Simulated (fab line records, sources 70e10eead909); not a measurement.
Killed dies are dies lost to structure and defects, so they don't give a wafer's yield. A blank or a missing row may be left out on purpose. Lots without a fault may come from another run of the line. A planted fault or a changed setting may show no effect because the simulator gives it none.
Which tool did it? | flow nand_harc | 24 lots, 72 wafers sampled, at 3 steps of a route of 1302

WHAT THE GAUGES READ, wafer by wafer
NHARC_A_CONTACT_CD_MEAS_53.
lot  | measured     | on        | cd_nm (nm)
L074 | day 21 18:17 | cd_sem-01 | 290.0 290.5 290.1
L075 | day 22 11:22 | cd_sem-01 | 288.8 288.2 288.1
L076 | day 22 12:18 | cd_sem-03 | 290.0 290.3 290.4
L077 | day 22 15:39 | cd_sem-02 | 290.1 289.9 288.4
L078 | day 23 02:24 | cd_sem-03 | 289.5 288.9 289.6
L080 | day 23 20:02 | cd_sem-02 | 290.7 289.9 290.1
L079 | day 23 20:28 | cd_sem-03 | 288.2 287.6 287.8
L081 | day 24 12:10 | cd_sem-02 | 289.0 289.0 289.0
L082 | day 25 16:19 | cd_sem-03 | 290.1 290.1 290.1
L085 | day 26 06:37 | cd_sem-03 | 290.9 290.2 290.6
L083 | day 26 08:02 | cd_sem-03 | 289.5 289.3 289.9
L086 | day 26 09:49 | cd_sem-02 | 289.5 290.8 289.1
L084 | day 26 17:44 | cd_sem-03 | 289.1 289.8 289.3
L087 | day 26 18:59 | cd_sem-03 | 290.3 290.8 290.1
L088 | day 27 19:23 | cd_sem-03 | 289.2 289.3 288.3
L091 | day 28 09:26 | cd_sem-02 | 289.6 289.4 290.4
L090 | day 28 18:32 | cd_sem-03 | 289.7 290.1 290.2
L089 | day 28 19:37 | cd_sem-02 | 290.3 291.1 291.4
L092 | day 28 23:22 | cd_sem-02 | 290.3 289.5 289.4
L093 | day 29 17:08 | cd_sem-03 | 289.0 289.2 289.2
L094 | day 29 21:35 | cd_sem-02 | 290.1 290.6 290.8
L095 | day 30 17:58 | cd_sem-03 | 290.5 290.0 289.6
L096 | day 30 18:11 | cd_sem-02 | 290.4 290.9 291.1
L097 | day 31 06:34 | cd_sem-03 | 290.5 290.3 290.4

WHICH TOOL RAN EACH LOT (tool, then ch and the chambers of the sampled wafers, then the start)
lot  | NHARC_A_CONTACT_ETCH_118             | NHARC_A_CONTACT_ETCH_119
L074 | har_cap_etch-01 ch 0,1, day 21 16:14 | har_cap_etch-01 ch 0,1, day 21 16:25
L075 | har_cap_etch-03 ch 1, day 22 09:20   | har_cap_etch-03 ch 1, day 22 09:31
L076 | har_cap_etch-02 ch 0, day 22 10:15   | har_cap_etch-02 ch 0, day 22 10:25
L077 | har_cap_etch-03 ch 0,1, day 22 13:37 | har_cap_etch-03 ch 0,1, day 22 13:47
L078 | har_cap_etch-03 ch 0,1, day 23 00:19 | har_cap_etch-03 ch 0,1, day 23 00:29
L080 | har_cap_etch-01 ch 0,1, day 23 17:58 | har_cap_etch-01 ch 0,1, day 23 18:09
L079 | har_cap_etch-03 ch 0,1, day 23 18:26 | har_cap_etch-03 ch 0,1, day 23 18:36
L081 | har_cap_etch-03 ch 0,1, day 24 09:57 | har_cap_etch-03 ch 0,1, day 24 10:07
L082 | har_cap_etch-01 ch 0,1, day 25 14:17 | har_cap_etch-01 ch 0,1, day 25 14:27
L085 | har_cap_etch-02 ch 0,1, day 26 04:34 | har_cap_etch-02 ch 0,1, day 26 04:44
L083 | har_cap_etch-01 ch 0,1, day 26 05:53 | har_cap_etch-01 ch 0,1, day 26 06:03
L086 | har_cap_etch-03 ch 0,1, day 26 07:46 | har_cap_etch-03 ch 0,1, day 26 07:56
L084 | har_cap_etch-01 ch 0,1, day 26 15:43 | har_cap_etch-01 ch 0,1, day 26 15:53
L087 | har_cap_etch-03 ch 0,1, day 26 16:58 | har_cap_etch-03 ch 0,1, day 26 17:08
L088 | har_cap_etch-01 ch 0,1, day 27 17:22 | har_cap_etch-01 ch 0,1, day 27 17:32
L091 | har_cap_etch-02 ch 0,1, day 28 07:25 | har_cap_etch-02 ch 0,1, day 28 07:35
L090 | har_cap_etch-03 ch 0,1, day 28 16:29 | har_cap_etch-03 ch 0,1, day 28 16:40
L089 | har_cap_etch-02 ch 0,1, day 28 17:08 | har_cap_etch-02 ch 0,1, day 28 17:22
L092 | har_cap_etch-03 ch 0,1, day 28 21:19 | har_cap_etch-03 ch 0,1, day 28 21:29
L093 | har_cap_etch-03 ch 0,1, day 29 15:05 | har_cap_etch-03 ch 0,1, day 29 15:16
L094 | har_cap_etch-02 ch 0, day 29 19:32   | har_cap_etch-02 ch 0, day 29 19:42
L095 | har_cap_etch-02 ch 0,1, day 30 15:56 | har_cap_etch-02 ch 0,1, day 30 16:06
L096 | har_cap_etch-03 ch 0,1, day 30 16:07 | har_cap_etch-03 ch 0,1, day 30 16:17
L097 | har_cap_etch-03 ch 0,1, day 31 04:29 | har_cap_etch-03 ch 0,1, day 31 04:40
- NHARC_A_CONTACT_ETCH_118: etches the open film in C4F8/O2/Ar, time 190 s, target depth 1850 nm.
- NHARC_A_CONTACT_ETCH_119: etches the open film in C4F8/O2/Ar, time 190 s, target depth 1850 nm.

WHAT THE TOOLS THEMSELVES READ (means of the sampled wafers that have a number; where no wafer has one, the mark that the record gives instead)
The record holds no such reading with a usual standard deviation.

THE ANSWER, worked out from the rows above alone
Rule: what is usual is taken from the lots themselves. Put in order of their means at a reading, lots are off if they are a third of the lots or fewer, leave a main group of 4 or more, and stand apart from it by a gap of 3 or more times the standard deviation of the main group's means; of several such gaps the widest counts. A main group whose means are all the same, to the digits that the tables above print for the reading, isn't used. A lot without any number at a reading at which 4 lots or more have one is off too. The other lots that the step has rows for count as sound. The gauges are gone through in route order, then the tools' own readings, and for those a lot's mean is taken as printed above. The first step at which some lot is off is used, and at that step the reading that is off furthest; a lot without a number counts as furthest.
No lot is off at any reading shown: from this, nothing can be told.

WHAT THE SIMULATOR HAD PUT IN
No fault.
